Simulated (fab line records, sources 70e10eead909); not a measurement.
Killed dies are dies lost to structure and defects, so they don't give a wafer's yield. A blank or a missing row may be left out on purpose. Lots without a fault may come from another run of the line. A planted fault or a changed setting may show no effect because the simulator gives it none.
Chamber matching | flow nand_harc | NHARC_A_CHANNEL_FILL_D1_ALD_14 on ald_hk-04: 3 sister chambers
The step deposits SiO2, target thk 2.5 nm, pulse time 10 s, ald cycles 25. 6 wafers are shown with their chamber, then 4 later ones without.

WAFERS WITH THEIR CHAMBER
wafer  | chamber | heater_power_outer_w (W) | heater_power_w (W)
L599.1 | 2       | 340                      | 544
L598.4 | 2       | 342                      | 560
L615.3 | 3       | 266                      | 489
L615.5 | 0       | 221                      | 388
L618.1 | 3       | 262                      | 487
L618.2 | 0       | 220                      | 398

WAFERS WITHOUT THEIR CHAMBER
wafer  | heater_power_outer_w (W) | heater_power_w (W)
L619.5 | 269                      | 496
L619.6 | 346                      | 556
L620.1 | 335                      | 547
L620.6 | 267                      | 496

WHICH CHAMBER EACH WENT THROUGH
wafer  | from the rows above | in truth
L619.5 | 3                   | 3
L619.6 | 2                   | 2
L620.1 | 2                   | 2
L620.6 | 3                   | 3
Placed correctly: 4 of 4. Can't be placed from these rows: 0. Placed wrongly: 0.
How it was worked out, from the rows above alone: a wafer's distance from a chamber is the root of the sum, over the readings, of the square of ((its reading less the chamber's mean) divided by the reading's scatter). The wafer belongs to the nearest chamber; if the next one is less than 2 further off, it can't be placed. A chamber's mean is the mean of its shown wafers. The scatter: the root of (the sum of the squares of (reading less its chamber's mean) over the shown wafers, divided by (wafers less chambers)).
